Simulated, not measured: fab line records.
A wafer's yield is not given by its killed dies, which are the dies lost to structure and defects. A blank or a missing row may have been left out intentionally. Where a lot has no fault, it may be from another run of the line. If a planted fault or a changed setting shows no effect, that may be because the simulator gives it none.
Comparing a struck lot with a sound one || flow n5Finfet || 38 out of 1938 route steps
Sound: wafers L372.1, L372.4, L372.5. Struck: wafers L358.1, L358.3, L358.6. At the end, the cause is stated.
Each step with rows lists, per side, the tool, then ch with its chambers, then its first start. Under that, the readings that differ: sound wafers || struck wafers || difference of the means || sigmas: that difference in standard deviations of wafers without a fault.
alike: a reading whose means differ by less than 2 such deviations, as well as words and numbers matching on both sides. not compared: withheld readings; readings where some wafer has no value; bounds like >300 that might hide an equal value; numbers whose values overlap and for which the record gives no deviation.
A row with sigmas, a row that says differs or no value, or rows on one side alone: a step with any of these is where the two part. Numbers that don't overlap but have no deviation are shown without sigmas and don't part them. Lack of a reading on every wafer of one side parts them only where that side has two or more wafers.

first, 9 steps without rows for these wafers: N5_BEOL_M5_COAT_66 (time 60 s, resist thk 12 nm); N5_BEOL_M5_COAT_74 (time 60 s, resist thk 5 nm); N5_BEOL_M5_COAT_22 (resist thk 30 nm); N5_BEOL_M5_EBR_24; N5_BEOL_M5_SOFTBAKE_23 (time 60 s); N5_BEOL_M5_EXPOSE_25 (exposes mask V4, defocus 10 nm); N5_BEOL_M5_PEB_26 (peb time 60 s); N5_BEOL_M5_DEVELOP_27 (develop time 30 s); N5_BEOL_M5_DESCUM_33 (chemistry O2, time 7 s).
N5_BEOL_M5_ETCH_75: etches underlayer in N2/H2, target depth 6.5 nm, time 5.2 s.
  sound on rieDiel-05 ch 0,3, day 13 14:33; struck on rieDiel-04 ch 1,2,3, day 9 10:53
{"reading": "etchRfOnTimeS (s)", "sound": "5.07 5.24 5.05", "struck": "5.29 5.39 5.23", "difference": "+0.18", "sigmas": "+2"}
  alike: biasW, chamberPressureMTorr, drypumpMotorCurrentA, n2FlowSccm, oesProductAu, rfVppV, showerheadPlenumPTorr, throttleValvePct
  not compared: rfHoursCounterH
then, 27 steps without rows for these wafers: N5_BEOL_M5_ETCH_67 (etches SiARC in CF4, target depth 15.6 nm, time 26 s); N5_BEOL_M5_ETCH_68 (etches SOC in N2/H2, target depth 80 nm, overetch 16 nm, time 120 s); N5_BEOL_M5_STRIP_69 (strips in N2/H2); N5_BEOL_M5_STRIP_76 (strips in N2/H2); N5_BEOL_M5_VIA_ETCH_34 (etches SiCOH lowk in C4F6/O2, target depth 88.3 nm, time 39.2 s); N5_BEOL_M5_STRIP_85 (strips in C4F6/O2); N5_BEOL_M5_STRIP_36 (strips in N2/H2); N5_BEOL_M5_TRENCH_ETCH_37 (etches SiCOH lowk in C4F6/O2, target depth 71.652 nm, time 24.7 s); N5_BEOL_M5_ETCH_41 (etches SiCN in CH3F/O2, target depth 31.5 nm, time 56.7 s); N5_BEOL_M5_STRIP_91 (strips in N2/H2, time 10 s); N5_BEOL_M5_HM_STRIP_39 (strips TiN in peroxide tin strip, target depth 25 nm, time 158 s); N5_BEOL_M5_SRD_40 (time 30 s); N5_BEOL_M5_PRECLEAN_42 (cleans in residue remover, time 60 s); N5_BEOL_M5_SRD_43 (time 30 s); N5_BEOL_M5_CURE_80 (cures SiCOH lowk, time 120 s); N5_BEOL_M5_DEGAS_44 (time 60 s); N5_BEOL_M5_PRE_CLEAN_45 (time 30 s); N5_BEOL_M5_ALD_86 (deposits TaN, pulse time 2 s, purge time 3 s, co reactant purge time 2 s); N5_BEOL_M5_SURFACE_TREAT_87; N5_BEOL_M5_CVD_47 (deposits Co from CCTBA/H2, target thk 3 nm, time 216 s); N5_BEOL_M5_SPUTTER_48 (material Cu, target thk 15 nm, time 27.62 s); N5_BEOL_M5_ANNEAL_49 (time 1800 s); N5_BEOL_M5_SPUTTER_81 (material Cu, target thk 15 nm, time 27.62 s); N5_BEOL_M5_ANNEAL_82 (time 1800 s); N5_BEOL_M5_SPUTTER_83 (material Cu, target thk 15 nm, time 27.62 s); N5_BEOL_M5_ANNEAL_84 (time 1800 s); N5_BEOL_M5_SPUTTER_88 (material Cu, target thk 15 nm, time 27.62 s).
-- the record jumps here: 4 days lie between the struck wafers' starts before and after (it left off in module BEOL_M5 and takes up again in module PASSIVATION, whose first step shown is number 1936 of the route) --
N5_PASSIVATION_PROBE_49:
  sound on prober-01 at day 17 13:57; struck on prober-01 at day 13 04:44
{"reading": "defectLimitedYield (%)", "sound": "91.4 89.2 92.6", "struck": "84.7 85.5 87.4", "difference": -5.2, "sigmas": -3}
{"reading": "killed_at_M4_up", "sound": "10 17 6", "struck": "97 93 90", "difference": "+82", "sigmas": "+16"}
{"reading": "killedDies", "sound": "101 128 87", "struck": "181 171 149", "difference": "+62", "sigmas": "+4"}
{"reading": "killedOnRim", "sound": "14 21 11", "struck": "27 29 24", "difference": "+11", "sigmas": "+3"}
{"reading": "sort_bin_5_function (%)", "sound": "5.6 6.7 3.9", "struck": "10.5 9.2 7.0", "difference": "+3.5", "sigmas": "+4"}
{"reading": "sort_bin_8_speed (%)", "sound": "0 0.08 0", "struck": "0 0 0", "difference": "+0", "sigmas": -4}
{"reading": "sortNPass", "sound": "1079 1051 1093", "struck": "999 1009 1031", "difference": -61, "sigmas": -4}
{"reading": "sortYieldPct (%)", "sound": "91.4 89.1 92.6", "struck": "84.7 85.5 87.4", "difference": -5.2, "sigmas": -3}
  alike: killed_at_M0_to_M3, killedAtContacts, killedAtFrontEnd, killedAtOther, killedOpen, killedShort, sort_bin_6_memory

WHERE THEY PART
Last at N5_PASSIVATION_PROBE_49 as far as this record goes, first at N5_BEOL_M5_ETCH_75.

WHY: what had been put in by the simulator
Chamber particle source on rieDiel-04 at N5_BEOL_M5_ETCH_75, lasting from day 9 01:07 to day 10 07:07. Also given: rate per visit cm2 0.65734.
